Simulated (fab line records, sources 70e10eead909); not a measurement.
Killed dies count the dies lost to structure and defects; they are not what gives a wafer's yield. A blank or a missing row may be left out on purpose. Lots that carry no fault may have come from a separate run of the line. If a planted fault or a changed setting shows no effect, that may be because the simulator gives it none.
Chamber matching | flow nandHarc | rieDiel-11 running NHARC_A_STAIRCASE_TRIM_220: 4 sister chambers
The step chemistry O2, time 211.2 s. 4 wafers are shown with their chamber, then 8 later ones without.

== WAFERS PAIRED WITH THEIR CHAMBERS ==
wafer  | chamber | drypumpMotorCurrentA (A)
L086.5 | 2       | 4.8
L090.2 | 3       | 5.9
L090.3 | 0       | 5.1
L093.2 | 1       | 6.4

== WAFERS MISSING THEIR CHAMBER ==
wafer  | drypumpMotorCurrentA (A)
L093.3 | 6.0
L093.6 | 6.4
L092.1 | 4.8
L092.2 | 6.4
L092.6 | 4.9
L095.2 | 5.0
L095.3 | 5.9
L095.4 | 6.4

== EACH ONE'S CHAMBER ==
wafer  | from the rows above     | in truth
L093.3 | 3                       | 3
L093.6 | 1                       | 1
L092.1 | 2                       | 2
L092.2 | 1                       | 1
L092.6 | can't be placed: 2 or 0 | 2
L095.2 | can't be placed: 0 or 2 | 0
L095.3 | 3                       | 3
L095.4 | 1                       | 1
Correctly placed: 6 of 8. From these rows, 2 cannot be placed; in 2 the true chamber is one of the candidates. 0 placed wrongly.
How it was worked out, from the rows above alone: a wafer's distance from a chamber is the root of the sum, over the readings, of the square of ((its reading less the chamber's mean) divided by the reading's scatter). The wafer belongs to the nearest chamber; if the next one is less than 2 further off, it can't be placed. Each chamber's mean is taken over the wafers shown for it. The scatter (one wafer shown for each chamber): square how far every hidden wafer sits from the nearest shown wafer, average those squares and take the square root.
